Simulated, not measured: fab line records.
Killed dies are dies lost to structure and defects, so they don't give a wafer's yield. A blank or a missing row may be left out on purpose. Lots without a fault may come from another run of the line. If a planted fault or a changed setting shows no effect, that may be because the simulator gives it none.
A struck lot beside a sound one    flow nand_harc    15 steps out of a route of 1159
Sound: wafers L210.1, L210.3, L210.5. Struck: wafer L205.3 (left out: L205.2, L205.4 of the same lot, which were not struck); the cause appears at the end.
Per side, at each step with rows, come the tool, then ch with its chambers, and then its first start. Under that, the readings that differ: sound wafers    struck wafers    difference of the means    sigmas: that difference in standard deviations of wafers without a fault.
alike: same words and numbers on both sides, and readings whose means sit less than 2 such deviations apart. not compared: any withheld reading, any reading some wafer has no value for, any bound like >300 that may hide the same value, and any number with overlapping values for which the record gives no deviation.
Wherever a step has rows on one side only, a row that says differs or no value, or a row with sigmas, the two part there. Numbers that don't overlap but have no deviation are shown without sigmas and don't part them. A reading that every wafer of one side lacks parts them only if that side has two wafers or more.

first, 4 steps without rows for these wafers: NHARC_A_M1_EBR_05; NHARC_A_M1_EXPOSE_06 (exposes mask A M1, target cd 120 nm); NHARC_A_M1_PEB_07 (peb time 65 s); NHARC_A_M1_DEVELOP_08 (develop time 35 s).
NHARC_A_M1_CD_MEAS_09 targets a cd of 120 nm.
  sound on cd_sem-03 ch 0, day 23 06:29; struck on cd_sem-02 ch 0, day 22 14:02
  alike: cd_nm
NHARC_A_M1_OVL_MEAS_10: pitch 240 nm.
  sound on overlay-02, day 23 06:34; struck on overlay-02, day 22 14:07
  alike: overlay_x_nm, overlay_y_nm
NHARC_A_M1_INSPECT_11:
  sound on defect_inspect-01, day 23 06:36; struck on defect_inspect-01, day 22 14:10
  alike: raw_defect_count
NHARC_A_M1_DESCUM_14: chemistry O2, time 3 s.
  sound on rie_diel-06 ch 0,1,2, day 23 06:40; struck on rie_diel-01 ch 0, day 22 14:13
reading                sound              struck  difference  sigmas
oes_product_au (a.u.)  0.976 0.991 1.002  1.009   +0.019      +2
  alike: drypump_motor_current_A, rf_vpp_V, showerhead_plenum_p_Torr, throttle_valve_pct
  not compared: rf_hours_counter_h
NHARC_A_M1_ETCH_35: etches the open film in N2/H2, target depth 40 nm, overetch 12 nm, time 43.94 s.
  sound on rie_diel-06 ch 0,1, day 23 06:45; struck on rie_diel-01 ch 2, day 22 14:18
  alike: drypump_motor_current_A, oes_product_au, rf_vpp_V, showerhead_plenum_p_Torr, throttle_valve_pct
  not compared: rf_hours_counter_h
NHARC_A_M1_ETCH_15: etches the open film in C4F8/Ar, target depth 182.5 nm, time 91.2 s.
  sound on rie_diel-06 ch 0,2,3; struck on rie_diel-01 ch 2
reading                sound              struck  difference  sigmas
oes_product_au (a.u.)  0.934 0.932 0.908  0.983   +0.058      +3
  alike: rf_vpp_V
  not compared: rf_hours_counter_h
NHARC_A_M1_CD_MEAS_16:
  sound on cd_sem-03, day 23 06:58; struck on cd_sem-03, day 22 14:31
  alike: cd_nm
NHARC_A_M1_STRIP_18: strips in N2/H2.
  sound on rie_diel-11 ch 1,2, day 23 07:04; struck on rie_diel-01 ch 1, day 22 14:36
  alike: drypump_motor_current_A, oes_product_au, power_w, rf_vpp_V, showerhead_plenum_p_Torr, throttle_valve_pct
  not compared: rf_hours_counter_h
NHARC_A_M1_ETCH_28: etches the open film in CF4/N2, target depth 30 nm, time 72.99 s.
  sound on rie_diel-11 ch 0,1,3, day 23 07:17; struck on rie_diel-01 ch 0, day 22 14:50
reading                 sound                 struck  difference  sigmas
oes_product_au (a.u.)   1.014 1.006 1.015     0.872   -0.140      -16
throttle_valve_pct (%)  19.794 19.812 19.810  19.779  -0.026      -3
  alike: drypump_motor_current_A, rf_vpp_V, showerhead_plenum_p_Torr
  not compared: rf_hours_counter_h
then, 1 step without rows for these wafers: NHARC_A_M1_STRIP_19 (strips in post etch residue remover, time 600 s).
NHARC_END_SORT_01:
  the record has rows for the sound wafers here (prober-02 ch 0, day 24 17:19) and none for the struck ones

WHERE THEY PART
Last at NHARC_END_SORT_01 as far as this record goes, first at NHARC_A_M1_DESCUM_14.

WHY: what the simulator had put in
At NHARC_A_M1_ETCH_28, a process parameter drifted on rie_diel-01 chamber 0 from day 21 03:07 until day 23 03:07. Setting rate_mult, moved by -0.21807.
